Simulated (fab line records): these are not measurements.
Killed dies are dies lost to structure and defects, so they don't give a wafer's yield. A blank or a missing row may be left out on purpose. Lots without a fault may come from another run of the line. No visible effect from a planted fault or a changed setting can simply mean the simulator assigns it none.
Comparing a struck lot with a sound one :: flow nand_harc :: 14 out of 1159 route steps
Sound: wafers L146.4, L146.5, L146.6. Struck: wafer L159.5 (L159.3, L159.6, from the same lot, were not struck and are left out); the cause is given at the end.
At each step with rows: each side's tool, then ch and its chambers, then its first start. Under that, the readings that differ: sound wafers :: struck wafers :: difference of the means :: sigmas: that difference in standard deviations of wafers without a fault.
alike: a reading whose means differ by less than 2 such deviations, as well as words and numbers matching on both sides. not compared: withheld readings; readings where some wafer has no value; bounds like >300 that might hide an equal value; numbers whose values overlap and for which the record gives no deviation.
The two part at a step that has a row with sigmas, a row that says differs or no value, or rows on one side only. Numbers that have no deviation but don't overlap get no sigmas and don't part them. A reading missing from all wafers of one side parts the sides only when that side holds two or more wafers.

first, 2 steps without rows for these wafers: NHARC_A_STAIRCASE_HARDBAKE_311 (time 140 s); NHARC_A_STAIRCASE_DESCUM_312 (chemistry O2, time 3 s).
NHARC_A_STAIRCASE_ETCH_313: etches the open film in CF4/CHF3.
  sound on rie_diel-11 ch 0,1,2, day 11 22:14; struck on rie_diel-09 ch 0, day 14 23:05
  alike: drypump_motor_current_A, mfc_ar_sccm, oes_product_au, rf_vpp_V, showerhead_plenum_p_Torr, throttle_valve_pct
  not compared: rf_hours_counter_h
NHARC_A_STAIRCASE_HM_OPEN_463: chemistry O2/COS.
  sound on rie_diel-11 ch 0,1,3; struck on rie_diel-09 ch 3
reading: oes_product_au (a.u.)
sound: 1.020 1.001 0.999
struck: 0.987
difference: -0.020
sigmas: -2
  alike: drypump_motor_current_A, mfc_ar_sccm, rf_vpp_V, showerhead_plenum_p_Torr, throttle_valve_pct
  not compared: rf_hours_counter_h
then, 2 steps without rows for these wafers: NHARC_A_STAIRCASE_STRIP_464 (strips in O2/COS); NHARC_A_STAIRCASE_ETCH_453 (etches the open film in CF4/O2, target depth 30 nm, overetch 3 nm, time 16.5 s).
NHARC_A_STAIRCASE_ETCH_315: etches the open film in C4F8/O2/Ar, target depth 2500 nm, time 607.1 s.
  sound on rie_diel-11 ch 0,3; struck on rie_diel-09 ch 1
  alike: oes_product_au, rf_vpp_V
  not compared: rf_hours_counter_h
NHARC_A_STAIRCASE_STRIP_316: strips in O2.
  sound on rie_diel-11 ch 1,2,3; struck on rie_diel-09 ch 3
reading: mfc_ar_sccm (sccm)
sound: 0.040 0.031 0.026
struck: 0
difference: +0
sigmas: -2
  alike: drypump_motor_current_A, oes_product_au, rf_vpp_V, showerhead_plenum_p_Torr, throttle_valve_pct
  not compared: rf_hours_counter_h
then, 3 steps without rows for these wafers: NHARC_A_STAIRCASE_STRIP_317 (strips in SPM, time 900 s); NHARC_A_STAIRCASE_PRECLEAN_318 (cleans in SC1); NHARC_A_STAIRCASE_SRD_329.
NHARC_A_STAIRCASE_ALD_415: deposits SiO2, target thk 30 nm, pulse time 6 s, ald cycles 300.
  sound on ald_hk-01 ch 0,3, day 12 00:04; struck on ald_hk-01 ch 2, day 15 02:20
reading: ald_cycles
sound: 300 300 300
struck: 560
difference: +260
sigmas: 
  alike: heater_power_w, precursor_pulse_height_rel
NHARC_A_STAIRCASE_ETCHBACK_416: etches the open film in C4F8/O2/Ar, target depth 36 nm, time 7.2 s.
  sound on rie_diel-11 ch 1,2,3; struck on rie_diel-11 ch 2
  alike: oes_product_au, rf_vpp_V
  not compared: rf_hours_counter_h
-- jump in the record: it breaks off in module A_STAIRCASE and resumes in module END (first step shown: number 1159 of the route), and 7 days separate the struck wafers' starts before and after --
NHARC_END_SORT_01:
  the record has rows for the struck wafers here (prober-02 ch 0, day 22 02:02) and none for the sound ones

## WHERE THEY PART
First at NHARC_A_STAIRCASE_HM_OPEN_463; last, within this record, at NHARC_END_SORT_01.

WHY: what had been put in by the simulator
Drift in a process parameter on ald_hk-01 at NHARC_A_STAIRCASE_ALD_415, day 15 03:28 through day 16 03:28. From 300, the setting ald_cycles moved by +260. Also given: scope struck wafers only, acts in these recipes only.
